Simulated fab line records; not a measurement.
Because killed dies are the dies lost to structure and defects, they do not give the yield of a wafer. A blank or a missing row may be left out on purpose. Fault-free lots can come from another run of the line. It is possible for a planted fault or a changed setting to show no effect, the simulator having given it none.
fab line records    flow nandHarc
[record] lots = 24  wafers = 72  lastDay = 24
route steps=1159 shown A_STAIRCASE@693 A_SLIT@794 A_CONTACT@904
lots with no fault: from the same line, run without faults
startH: start of the lot's first displayed wafer, in hours after the record's first day    waitH: hours elapsed since this lot's preceding step    " same as the row above    L1.1+2: several wafers, shown together as one row    - value missing, or start not given    * or withheld: withheld    < > ~ a bound
route shown NAME@n: a module of which the file shows steps, and the number in the route of the first    usual: the fault-free wafers' mean and standard deviation    same: alike in all rows    chamber/n: place in a boat    sites: the reading at each site    _std_site: how widely they spread, as a standard deviation    _edge_site: mean of outer sites minus mean of inner sites    radiusMm: how far each site lies from the wafer's centre    mask NAME#n: copy n    behind: the tool/chamber that last shaped the wafer    hold: reason for holding the lot/hours on hold/outcome of the hold    device: the transistor (n, p or np) that didn't switch    end of line: the route-end tests of the same wafers    a step with no rows: only its recipe    killed: dies lost to structure and defects at the first sort, not the wafer's yield    map: dies across one wafer; x = killed, . = not, _ = none there
set.NAME: the setting that was run; set.NAME@STEP: the one run at that earlier step    model.NAME: the simulator's own value behind a step, which no gauge read
route steps across a sampled set of lots; one table per step, one row per wafer
services: when a tool's chamber went out of use (startH, in hours from the record's first day, below 0 if earlier), for how many hours, and the reason
[[steps]]
[step NHARC_A_STAIRCASE_STRIP_316]
[recipe] o2FlowSccm = 500  arFlowSccm = 0  biasW = 0  chemistry = O2
[usual] drypumpMotorCurrentA = 5.7/0.38  oesProductAu = 1.003/0.0086  rfVppV = 57.6/0.96  showerheadPlenumPTorr = 3.48/0.15  throttleValvePct = 17.037/0.0097
lot.wafer  tool        chamber  startH  waitH  drypumpMotorCurrentA  oesProductAu  rfHoursCounterH  rfVppV  showerheadPlenumPTorr  throttleValvePct
L074.2     rieDiel-02  3        -       -      6.3                   1.012         28               58.7    3.72                   17.044
L074.1     "           2        "       "      5.8                   0.989         38               56.9    3.37                   17.036
L074.5     "           1        "       "      5.4                   0.998         -                57.4    3.32                   17.035
L075.1     rieDiel-13  2        -       -      5.7                   1.011         59               56.9    3.27                   17.031
L075.4     "           3        "       "      5.4                   0.990         62               57.1    3.47                   17.038
L075.5     "           2        "       "      5.7                   1.014         -                57.7    3.27                   17.021
L077.2     rieDiel-02  2        -       -      5.8                   0.985         43               57.0    3.37                   17.032
L077.4     "           3        "       "      6.3                   1.006         32               59.1    3.72                   17.037
L077.6     "           1        "       "      5.4                   0.998         -                55.5    3.32                   17.031
L076.4     rieDiel-01  1        -       -      5.8                   1.008         50               57.5    3.38                   17.036
L076.1     "           2        "       "      6.3                   1.008         50               58.1    3.63                   17.047
L076.6     "           1        "       "      5.8                   1.009         -                57.3    3.38                   17.047
L079.2     rieDiel-02  2        -       -      5.8                   0.989         47               58.0    3.36                   17.034
L079.5     "           0        "       "      5.2                   0.985         -                58.4    3.58                   17.029
L079.6     "           1        "       "      5.4                   0.990         -                56.9    3.32                   17.041
L078.3     rieDiel-02  1        -       -      5.4                   0.992         50               58.1    3.32                   17.048
L078.1     "           0        "       "      5.2                   1.012         48               57.8    3.58                   17.041
L078.5     "           2        "       "      5.9                   0.997         -                57.0    3.36                   17.029
L080.4     rieDiel-01  0        -       -      5.4                   1.007         58               56.2    3.35                   17.019
L080.3     "           1        "       "      5.8                   1.000         54               57.6    3.38                   17.035
L080.5     "           3        "       "      5.5                   1.001         -                57.4    3.55                   17.040
L082.1     rieDiel-02  1        -       -      5.4                   0.988         54               58.3    3.31                   17.027
L082.5     "           2        "       "      5.9                   0.993         -                57.7    3.36                   17.019
L082.6     "           3        "       "      6.3                   1.016         -                58.7    3.71                   17.033
L081.2     rieDiel-01  0        -       -      5.4                   0.998         63               58.0    3.35                   17.034
L081.5     "           2        "       "      6.3                   1.003         -                57.2    3.63                   17.046
L081.6     "           3        "       "      5.6                   0.999         -                57.6    3.55                   17.038
L084.3     rieDiel-13  2        -       -      5.7                   1.009         13               59.3    3.80                   17.044
L084.4     "           3        "       "      5.4                   1.003         13               57.2    3.46                   17.039
L084.1     "           0        "       "      5.4                   1.013         14               57.2    3.51                   17.043
L083.1     rieDiel-02  0        -       -      5.3                   0.989         58               58.5    3.58                   17.015
L083.3     "           1        "       "      5.4                   0.980         59               57.1    3.31                   17.028
L083.2     "           2        "       "      5.9                   0.984         58               57.7    3.36                   17.048
L085.4     rieDiel-13  2        -       -      5.6                   1.017         22               58.8    3.80                   17.038
L085.6     "           3        "       "      5.4                   1.008         -                57.1    3.45                   17.060
L085.5     "           0        "       "      5.5                   0.999         -                58.8    3.50                   17.031
L086.2     rieDiel-02  1        -       -      5.4                   1.001         0                57.3    3.31                   17.023
L086.1     "           2        "       "      5.9                   0.991         0                58.2    3.36                   17.037
L086.3     "           3        "       "      6.3                   1.001         0                58.2    3.71                   17.040
L088.3     rieDiel-02  0        -       -      5.3                   1.004         2                58.3    3.57                   17.045
L088.5     "           3        "       "      6.3                   0.997         -                58.7    3.70                   17.034
L088.6     "           0        "       "      5.3                   0.998         -                57.0    3.57                   17.034
L091.1     rieDiel-13  0        -       -      5.4                   1.020         27               57.2    3.50                   17.032
L091.3     "           2        "       "      5.6                   1.025         28               58.9    3.79                   17.045
L091.5     "           0        "       "      5.5                   1.009         -                58.7    3.50                   17.057
L090.4     rieDiel-13  0        -       -      5.5                   1.006         28               58.1    3.50                   17.037
L090.6     "           0        "       "      5.5                   1.014         -                56.9    3.50                   17.047
L090.5     "           1        "       "      6.3                   1.004         -                56.7    3.34                   17.032
L087.1     rieDiel-02  3        -       -      6.3                   1.011         8                58.6    3.70                   17.035
L087.4     "           0        "       "      5.3                   0.995         6                57.5    3.57                   17.056
L087.6     "           3        "       "      6.2                   1.006         -                58.3    3.70                   17.011
L089.1     rieDiel-01  3        -       -      5.6                   1.003         16               57.1    3.54                   17.039
L089.3     "           2        "       "      6.3                   1.014         16               57.5    3.62                   17.029
L089.6     "           0        "       "      5.4                   1.007         -                55.6    3.34                   17.060
L093.2     rieDiel-02  0        -       -      5.2                   0.998         7                57.6    3.57                   17.018
L093.1     "           2        "       "      5.9                   1.002         9                55.6    3.35                   17.033
L093.6     "           3        "       "      6.2                   1.004         -                58.2    3.70                   17.034
L092.2     rieDiel-01  3        -       -      5.6                   0.996         22               56.3    3.54                   17.033
L092.5     "           1        "       "      5.8                   1.009         -                58.9    3.37                   17.062
L092.6     "           2        "       "      6.3                   1.014         -                58.5    3.61                   17.030
L095.2     rieDiel-02  1        -       -      5.4                   1.006         16               58.3    3.30                   17.038
L095.4     "           2        "       "      5.8                   0.998         17               57.1    3.35                   17.024
L095.1     "           0        "       "      5.3                   0.997         17               56.8    3.56                   17.024
L096.2     rieDiel-02  1        -       -      5.4                   1.010         17               57.9    3.30                   17.029
L096.3     "           2        "       "      5.8                   0.991         18               56.2    3.35                   17.055
L096.4     "           0        "       "      5.2                   0.999         17               60.0    3.56                   17.040
L094.4     rieDiel-01  0        -       -      5.5                   0.998         30               56.7    3.33                   17.042
L094.3     "           1        "       "      5.8                   1.003         30               58.5    3.36                   17.036
L094.6     "           2        "       "      6.3                   1.005         -                56.4    3.61                   17.046
L097.4     rieDiel-01  2        -       -      6.4                   1.010         35               59.2    3.61                   17.028
L097.1     "           0        "       "      5.4                   1.009         32               56.9    3.33                   17.024
L097.5     "           3        "       "      5.5                   1.004         -                59.9    3.53                   17.039
[step NHARC_A_STAIRCASE_DEP_325]
[recipe] targetThkA = 38000  tempC = 400  targetThkNm = 3800  teosFlowSccm = 200  rfW = 500  material = SiO2
[usual] heaterPowerW = 643/96
lot.wafer  tool      chamber  startH  waitH  heaterPowerW
L075.1     pecvd-04  2        295.59  0.3    764
L075.4     "         1        "       "      695
L075.5     "         2        "       "      685
L074.1     pecvd-02  2        295.70  0.4    617
L074.2     "         0        "       "      653
L074.5     "         0        "       "      535
L077.2     pecvd-02  2        308.57  0.1    597
L077.4     "         0        "       "      552
L077.6     "         1        "       "      684
L076.1     pecvd-04  2        308.66  0.2    805
L076.6     "         2        "       "      684
L076.4     "         0        "       "      654
L079.2     pecvd-04  0        318.76  0.2    724
L079.5     "         2        "       "      664
L079.6     "         1        "       "      730
L078.3     pecvd-02  2        318.77  0.2    599
L078.1     "         0        "       "      645
L078.5     "         0        "       "      545
L080.3     pecvd-03  1        318.82  0.3    664
L080.5     "         2        "       "      517
L080.4     "         0        "       "      555
L081.2     pecvd-03  1        340.17  0.2    623
L081.6     "         0        "       "      543
L081.5     "         1        "       "      592
L082.1     pecvd-04  0        340.26  0.3    790
L082.6     "         1        "       "      706
L082.5     "         0        "       "      642
L083.2     pecvd-02  0        357.36  0.1    598
L083.3     "         1        "       "      871
L083.1     "         2        "       "      685
L084.1     pecvd-03  2        357.42  0.2    638
L084.3     "         0        "       "      640
L084.4     "         0        "       "      532
L086.2     pecvd-04  1        372.92  0.1    780
L086.1     "         2        "       "      776
L086.3     "         0        "       "      754
L085.5     pecvd-02  1        373.20  0.3    709
L085.4     "         2        "       "      581
L085.6     "         0        "       "      519
L088.3     pecvd-03  0        378.20  0.3    661
L088.6     "         1        "       "      600
L088.5     "         0        "       "      551
L091.3     pecvd-02  2        388.31  0.1    711
L091.1     "         0        "       "      646
L091.5     "         1        "       "      708
L090.6     pecvd-03  2        388.68  0.4    528
L090.5     "         0        "       "      547
L090.4     "         1        "       "      578
L087.1     pecvd-03  0        393.34  0.1    683
L087.4     "         0        "       "      551
L087.6     "         2        "       "      526
L089.1     pecvd-02  1        393.42  0.2    862
L089.3     "         0        "       "      597
L089.6     "         0        "       "      506
L093.1     pecvd-03  0        398.45  0.2    633
L093.2     "         1        "       "      646
L093.6     "         2        "       "      532
L092.2     pecvd-02  0        413.61  0.3    631
L092.6     "         1        "       "      729
L092.5     "         2        "       "      571
L096.2     pecvd-03  1        426.53  0.1    719
L096.3     "         2        "       "      552
L096.4     "         0        "       "      544
L095.1     pecvd-02  1        426.54  0.1    847
L095.2     "         0        "       "      542
L095.4     "         2        "       "      563
L094.3     pecvd-03  0        430.66  0.2    650
L094.6     "         0        "       "      556
L094.4     "         1        "       "      584
L097.1     pecvd-02  1        440.06  0.2    777
L097.4     "         0        "       "      512
L097.5     "         1        "       "      711
[step NHARC_A_STAIRCASE_CMP_152]
[usual] motorCurrentA = 12.3/1.3
lot.wafer  tool    chamber  startH  waitH  motorCurrentA
L075.1     cmp-01  1        306.27  0.1    14.0
L075.4     "       2        "       "      12.6
L075.5     "       0        "       "      13.0
L074.2     cmp-03  2        306.42  0.1    11.0
L074.1     "       0        "       "      11.1
L074.5     "       3        "       "      12.5
L077.4     cmp-01  0        319.68  0.1    13.0
L077.2     "       1        "       "      13.8
L077.6     "       0        "       "      13.0
L076.1     cmp-04  2        319.90  0.1    12.0
L076.4     "       3        "       "      10.8
L076.6     "       1        "       "      13.5
L080.3     cmp-03  1        329.59  0.1    11.3
L080.4     "       2        "       "      10.8
L080.5     "       1        "       "      11.0
L079.2     cmp-04  3        329.89  0.1    10.3
L079.6     "       3        "       "      10.9
L079.5     "       0        "       "      14.4
L078.1     cmp-01  1        330.11  0.1    15.1
L078.3     "       3        "       "      11.9
L078.5     "       2        "       "      12.5
L081.2     cmp-04  0        355.39  0.1    14.5
L081.5     "       0        "       "      15.2
L081.6     "       1        "       "      14.0
L082.1     cmp-01  0        355.65  0.1    13.2
L082.6     "       2        "       "      12.4
L082.5     "       3        "       "      12.0
L084.4     cmp-04  2        368.35  0.1    11.9
L084.3     "       3        "       "      10.8
L084.1     "       0        "       "      14.0
L083.1     cmp-03  0        368.91  0.1    11.3
L083.2     "       1        "       "      11.3
L083.3     "       3        "       "      12.0
L085.4     cmp-03  3        386.51  0.1    12.4
L085.6     "       2        "       "      11.0
L085.5     "       3        "       "      12.5
L086.1     cmp-03  0        386.84  0.1    10.5
L086.2     "       1        "       "      10.6
L086.3     "       3        "       "      12.2
L088.3     cmp-04  2        388.45  0.1    12.4
L088.5     "       2        "       "      11.8
L088.6     "       3        "       "      11.2
L091.1     cmp-01  2        399.34  0.1    12.6
L091.3     "       0        "       "      12.6
L091.5     "       2        "       "      11.9
L090.4     cmp-03  1        399.63  0.1    10.4
L090.5     "       3        "       "      12.7
L090.6     "       0        "       "      10.8
L087.1     cmp-03  2        405.47  0.1    10.9
L087.4     "       0        "       "      10.3
L087.6     "       2        "       "      10.8
L089.1     cmp-04  0        405.83  0.1    14.1
L089.3     "       2        "       "      12.0
L089.6     "       0        "       "      14.2
L093.1     cmp-04  2        412.51  0.1    12.5
L093.2     "       0        "       "      14.4
L093.6     "       3        "       "      10.5
L092.2     cmp-01  0        424.45  0.1    13.5
L092.6     "       3        "       "      11.6
L092.5     "       0        "       "      13.4
L096.4     cmp-04  3        441.33  0.1    10.7
L096.2     "       0        "       "      14.7
L096.3     "       2        "       "      12.6
L094.4     cmp-01  3        441.60  0.1    11.4
L094.3     "       0        "       "      13.4
L094.6     "       2        "       "      12.4
L095.1     cmp-03  0        442.17  0.1    10.7
L095.4     "       2        "       "      11.0
L095.2     "       3        "       "      12.4
L097.1     cmp-01  1        452.21  0.1    14.3
L097.4     "       3        "       "      11.7
L097.5     "       0        "       "      13.2
[step NHARC_A_SLIT_ETCH_24]
[recipe] targetDepthA = 1210  timeS = 60.5  cf4FlowSccm = 100  chf3FlowSccm = 30  arFlowSccm = 0  rfW = 500  biasW = 200  chemistry = CF4/CHF3
[usual] drypumpMotorCurrentA = 5.8/0.38  oesProductAu = 0.963/0.015  rfVppV = 370.9/2.3  showerheadPlenumPTorr = 1.58/0.068  throttleValvePct = 16.805/0.0085
lot.wafer  tool        chamber  startH  waitH  drypumpMotorCurrentA  oesProductAu  rfHoursCounterH  rfVppV  showerheadPlenumPTorr  throttleValvePct
L075.4     rieDiel-05  0        318.54  0.1    5.4                   0.985         9                374.0   1.69                   16.800
L075.1     "           1        "       "      5.9                   0.970         8                368.6   1.50                   16.799
L075.5     "           1        "       "      5.9                   0.974         -                366.4   1.50                   16.811
L074.2     rieDiel-09  0        318.78  0.1    6.4                   0.962         4                372.1   1.59                   16.795
L074.1     "           1        "       "      6.1                   0.971         4                373.4   1.67                   16.812
L074.5     "           3        "       "      5.4                   0.964         -                371.6   1.59                   16.796
L076.1     rieDiel-05  0        332.45  0.1    5.4                   0.954         10               374.9   1.69                   16.797
L076.4     "           0        "       "      5.4                   0.956         -                374.4   1.69                   16.801
L076.6     "           1        "       "      5.9                   0.954         -                369.2   1.50                   16.817
L077.4     rieDiel-11  0        333.84  0.1    5.9                   0.983         11               372.4   1.63                   16.807
L077.2     "           2        "       "      5.1                   0.959         10               367.9   1.47                   16.815
L077.6     "           0        "       "      5.9                   0.982         -                371.9   1.63                   16.798
L080.3     rieDiel-09  0        342.56  0.1    6.4                   0.965         7                372.1   1.59                   16.799
L080.4     "           1        "       "      6.1                   0.961         -                372.6   1.67                   16.814
L080.5     "           3        "       "      5.4                   0.962         -                369.2   1.59                   16.808
L079.2     rieDiel-11  2        343.39  0.1    5.1                   0.975         11               368.2   1.47                   16.816
L079.5     "           1        "       "      5.8                   0.956         -                368.7   1.54                   16.817
L079.6     "           2        "       "      5.1                   0.958         -                367.7   1.47                   16.813
L078.3     rieDiel-09  0        344.04  0.1    6.4                   0.968         7                372.3   1.59                   16.802
L078.1     "           1        "       "      6.1                   0.964         7                374.2   1.67                   16.807
L078.5     "           1        "       "      6.1                   0.968         -                374.5   1.67                   16.809
L082.1     rieDiel-05  0        368.49  0.1    5.5                   0.953         2                373.5   1.69                   16.800
L082.6     "           2        "       "      5.7                   0.975         -                368.3   1.50                   16.798
L082.5     "           3        "       "      6.0                   0.976         -                371.3   1.60                   16.802
L081.2     rieDiel-09  2        368.52  0.1    6.0                   0.962         6                369.4   1.55                   16.827
L081.5     "           2        "       "      6.0                   0.959         -                369.6   1.55                   16.824
L081.6     "           0        "       "      6.4                   0.961         -                372.3   1.59                   16.780
L084.4     rieDiel-11  3        382.92  0.1    5.4                   0.984         0                372.3   1.63                   16.793
L084.1     "           0        "       "      5.9                   0.960         0                373.2   1.63                   16.800
L084.3     "           2        "       "      5.1                   0.982         0                367.9   1.47                   16.818
L083.2     rieDiel-09  3        383.20  0.1    5.4                   0.956         8                371.8   1.59                   16.804
L083.1     "           0        "       "      6.4                   0.979         10               370.3   1.59                   16.810
L083.3     "           1        "       "      6.1                   0.985         10               374.8   1.67                   16.802
L088.3     rieDiel-09  1        400.03  0.1    6.1                   0.963         11               376.3   1.67                   16.807
L088.5     "           2        "       "      6.0                   0.965         -                370.3   1.55                   16.801
L088.6     "           3        "       "      5.4                   0.992         -                371.5   1.59                   16.813
L085.4     rieDiel-11  2        400.18  0.1    5.1                   0.921         1                366.7   1.47                   16.801
L085.6     "           2        "       "      5.1                   0.921         -                367.2   1.47                   16.809
L085.5     "           3        "       "      5.4                   0.925         -                371.8   1.63                   16.813
L086.2     rieDiel-11  2        401.62  0.1    5.1                   0.952         2                368.2   1.47                   16.806
L086.3     "           3        "       "      5.4                   0.947         2                372.8   1.63                   16.799
L086.1     "           1        "       "      5.8                   0.953         1                368.8   1.53                   16.800
L090.4     rieDiel-11  2        414.07  0.1    5.1                   0.984         2                367.3   1.47                   16.821
L090.5     "           1        "       "      5.8                   0.975         -                369.6   1.53                   16.806
L090.6     "           2        "       "      5.1                   0.975         -                366.6   1.47                   16.798
L091.3     rieDiel-05  3        415.61  0.1    6.0                   0.962         4                370.2   1.59                   16.800
L091.1     "           0        "       "      5.4                   0.971         4                372.1   1.69                   16.797
L091.5     "           3        "       "      6.0                   0.952         -                372.2   1.59                   16.793
L089.1     rieDiel-05  1        420.26  0.1    5.9                   0.965         4                368.5   1.50                   16.810
L089.3     "           3        "       "      6.0                   0.969         4                371.5   1.59                   16.804
L089.6     "           2        "       "      5.7                   0.983         -                367.2   1.50                   16.828
L087.1     rieDiel-11  0        421.26  0.1    5.9                   0.960         3                371.9   1.63                   16.805
L087.4     "           3        "       "      5.4                   0.967         3                373.1   1.63                   16.813
L087.6     "           1        "       "      5.8                   0.965         -                367.8   1.53                   16.816
L093.1     rieDiel-09  0        427.18  0.1    6.4                   0.936         13               370.8   1.59                   16.795
L093.2     "           1        "       "      6.1                   0.930         14               372.6   1.67                   16.805
L093.6     "           1        "       "      6.1                   0.940         -                373.6   1.67                   16.806
L092.2     rieDiel-05  0        437.98  0.1    5.5                   0.980         6                374.3   1.69                   16.805
L092.6     "           2        "       "      5.7                   0.955         -                367.5   1.50                   16.803
L092.5     "           3        "       "      6.0                   0.968         -                371.6   1.59                   16.800
L096.2     rieDiel-11  3        454.77  0.1    5.4                   0.964         5                371.9   1.63                   16.795
L096.4     "           0        "       "      5.9                   0.953         5                371.8   1.63                   16.813
L096.3     "           1        "       "      5.8                   0.949         5                369.6   1.53                   16.812
L095.2     rieDiel-09  3        455.06  0.1    5.4                   0.978         1                371.8   1.59                   16.804
L095.4     "           1        "       "      6.1                   0.970         1                372.2   1.67                   16.813
L095.1     "           2        "       "      6.0                   0.971         1                368.7   1.55                   16.817
L094.4     rieDiel-05  0        455.22  0.1    5.4                   0.970         7                374.5   1.69                   16.808
L094.3     "           1        "       "      5.9                   0.967         8                368.9   1.50                   16.806
L094.6     "           0        "       "      5.4                   0.976         -                374.4   1.69                   16.815
L097.1     rieDiel-11  3        464.63  0.1    5.4                   0.951         6                371.6   1.63                   16.809
L097.5     "           3        "       "      5.4                   0.956         -                373.4   1.63                   16.808
L097.4     "           2        "       "      5.1                   0.968         -                367.9   1.47                   16.799
[step NHARC_A_CONTACT_ETCH_124]
[recipe] sourceW = withheld  pressureMtorr = 20  biasV = withheld  timeS = 140  targetDepthA = 7000  arFlowSccm = withheld  c4f8FlowSccm = withheld  o2FlowSccm = withheld  chemistry = C4F8/O2/Ar
lot.wafer  tool           chamber  startH  waitH  rfHoursCounterH
L075.1     harCapEtch-03  1        374.80  -      82
L075.4     "              0        "       "      -
L075.5     "              0        "       "      -
L074.1     harCapEtch-02  1        378.83  -      9
L074.2     "              0        "       "      9
L074.5     "              0        "       "      -
L077.2     harCapEtch-01  0        390.30  -      59
L077.4     "              1        "       "      -
L077.6     "              0        "       "      -
L078.1     harCapEtch-03  1        390.99  -      85
L078.3     "              0        "       "      -
L078.5     "              1        "       "      -
L079.2     harCapEtch-01  0        394.83  -      61
L079.5     "              1        "       "      -
L079.6     "              0        "       "      -
L076.1     harCapEtch-03  1        396.41  -      87
L076.4     "              1        "       "      -
L076.6     "              0        "       "      -
L080.4     harCapEtch-03  0        399.62  -      -
L080.3     "              1        "       "      -
L080.5     "              0        "       "      -
L082.1     harCapEtch-02  1        427.87  -      17
L082.5     "              0        "       "      -
L082.6     "              1        "       "      -
L081.2     harCapEtch-01  1        428.25  -      65
L081.6     "              0        "       "      -
L081.5     "              1        "       "      -
L084.1     harCapEtch-02  1        433.86  -      18
L084.4     "              1        "       "      -
L084.3     "              0        "       "      -
L083.2     harCapEtch-02  0        437.37  -      20
L083.1     "              1        "       "      20
L083.3     "              0        "       "      -
L088.3     harCapEtch-02  0        454.18  -      -
L088.6     "              1        "       "      -
L088.5     "              0        "       "      -
L086.1     harCapEtch-01  0        454.46  -      69
L086.2     "              1        "       "      69
L086.3     "              0        "       "      -
L085.4     harCapEtch-03  1        458.42  -      -
L085.5     "              1        "       "      -
L085.6     "              0        "       "      -
L091.1     harCapEtch-01  0        466.20  -      72
L091.3     "              1        "       "      -
L091.5     "              0        "       "      -
L090.4     harCapEtch-02  0        467.01  -      -
L090.6     "              1        "       "      -
L090.5     "              0        "       "      -
L087.1     harCapEtch-03  1        469.33  -      98
L087.4     "              1        "       "      -
L087.6     "              1        "       "      -
L089.1     harCapEtch-01  1        471.01  -      74
L089.3     "              1        "       "      -
L089.6     "              0        "       "      -
L093.1     harCapEtch-01  1        483.31  -      76
L093.2     "              0        "       "      76
L093.6     "              0        "       "      -
L092.2     harCapEtch-03  1        504.31  -      102
L092.5     "              0        "       "      -
L092.6     "              1        "       "      -
L095.2     harCapEtch-01  1        507.43  -      78
L095.1     "              0        "       "      78
L095.4     "              1        "       "      -
L096.2     harCapEtch-02  1        507.65  -      31
L096.3     "              0        "       "      -
L096.4     "              1        "       "      -
L094.3     harCapEtch-02  0        517.74  -      -
L094.4     "              1        "       "      -
L094.6     "              0        "       "      -
L097.1     harCapEtch-03  0        519.29  -      106
L097.4     "              0        "       "      -
L097.5     "              1        "       "      -
[step NHARC_A_CONTACT_ETCH_129]
[recipe] sourceW = withheld  pressureMtorr = 20  biasV = 1200  timeS = 155  targetDepthA = 9560  arFlowSccm = withheld  c4f8FlowSccm = withheld  o2FlowSccm = withheld  chemistry = C4F8/O2/Ar
lot.wafer  tool           chamber  startH  waitH  rfHoursCounterH
L075.1     harCapEtch-03  1        375.55  0.1    82
L075.4     "              0        "       "      -
L075.5     "              0        "       "      -
L074.1     harCapEtch-02  1        379.59  0.1    10
L074.2     "              0        "       "      10
L074.5     "              0        "       "      -
L077.2     harCapEtch-01  0        391.17  0.2    60
L077.4     "              1        "       "      -
L077.6     "              0        "       "      -
L078.1     harCapEtch-03  1        391.75  0.1    86
L078.3     "              0        "       "      -
L078.5     "              1        "       "      -
L079.2     harCapEtch-01  0        395.84  0.2    61
L079.5     "              1        "       "      -
L079.6     "              0        "       "      -
L076.1     harCapEtch-03  1        397.17  0.1    87
L076.4     "              1        "       "      -
L076.6     "              0        "       "      -
L080.4     harCapEtch-03  0        400.37  0.1    -
L080.3     "              1        "       "      -
L080.5     "              0        "       "      -
L082.1     harCapEtch-02  1        428.63  0.1    17
L082.5     "              0        "       "      -
L082.6     "              1        "       "      -
L081.2     harCapEtch-01  1        429.02  0.1    65
L081.6     "              0        "       "      -
L081.5     "              1        "       "      -
L084.1     harCapEtch-02  1        434.62  0.1    19
L084.4     "              1        "       "      -
L084.3     "              0        "       "      -
L083.2     harCapEtch-02  0        438.14  0.1    20
L083.1     "              1        "       "      20
L083.3     "              0        "       "      -
L088.3     harCapEtch-02  0        454.92  0.1    -
L088.6     "              1        "       "      -
L088.5     "              0        "       "      -
L086.1     harCapEtch-01  0        455.23  0.1    69
L086.2     "              1        "       "      69
L086.3     "              0        "       "      -
L085.4     harCapEtch-03  1        459.17  0.1    -
L085.5     "              1        "       "      -
L085.6     "              0        "       "      -
L091.1     harCapEtch-01  0        466.96  0.1    73
L091.3     "              1        "       "      -
L091.5     "              0        "       "      -
L090.4     harCapEtch-02  0        467.74  0.1    -
L090.6     "              1        "       "      -
L090.5     "              0        "       "      -
L087.1     harCapEtch-03  1        470.34  0.2    99
L087.4     "              1        "       "      -
L087.6     "              1        "       "      -
L089.1     harCapEtch-01  1        471.76  0.1    74
L089.3     "              1        "       "      -
L089.6     "              0        "       "      -
L093.1     harCapEtch-01  1        484.08  0.1    76
L093.2     "              0        "       "      76
L093.6     "              0        "       "      -
L092.2     harCapEtch-03  1        505.07  0.1    103
L092.5     "              0        "       "      -
L092.6     "              1        "       "      -
L095.2     harCapEtch-01  1        508.20  0.1    79
L095.1     "              0        "       "      79
L095.4     "              1        "       "      -
L096.2     harCapEtch-02  1        508.40  0.1    32
L096.3     "              0        "       "      -
L096.4     "              1        "       "      -
L094.3     harCapEtch-02  0        518.49  0.1    -
L094.4     "              1        "       "      -
L094.6     "              0        "       "      -
L097.1     harCapEtch-03  0        520.06  0.1    106
L097.4     "              0        "       "      -
L097.5     "              1        "       "      -
[[services]]
tool           chamber  startH  hours  kind
rieDiel-02     3        242.74  16.8   repair
cmp-03         -        254.00  4.0    pm
rieDiel-09     -        254.28  9.0    pm
harCapEtch-03  -        256.61  2.9    repair
pecvd-03       -        292.14  13.0   pm
harCapEtch-02  -        306.75  17.0   pm
rieDiel-02     -        328.15  9.0    pm
pecvd-02       -        334.34  13.0   pm
rieDiel-11     0        347.36  12.1   repair
harCapEtch-01  -        364.05  0.2    repair
rieDiel-11     -        366.50  9.0    pm
pecvd-03       -        369.29  0.4    repair
pecvd-03       -        402.28  0.4    repair
rieDiel-11     2        427.88  8.1    repair
rieDiel-02     3        432.61  17.1   repair
rieDiel-11     3        433.79  7.4    repair
rieDiel-11     0        455.08  2.8    repair
rieDiel-11     0        462.87  3.9    repair
pecvd-03       -        473.14  13.0   pm
rieDiel-02     0        479.78  10.0   repair
rieDiel-02     3        487.03  13.1   repair
rieDiel-02     2        488.32  6.9    repair
rieDiel-02     -        505.15  9.0    pm
pecvd-02       -        515.34  13.0   pm
[[key]]
fault none
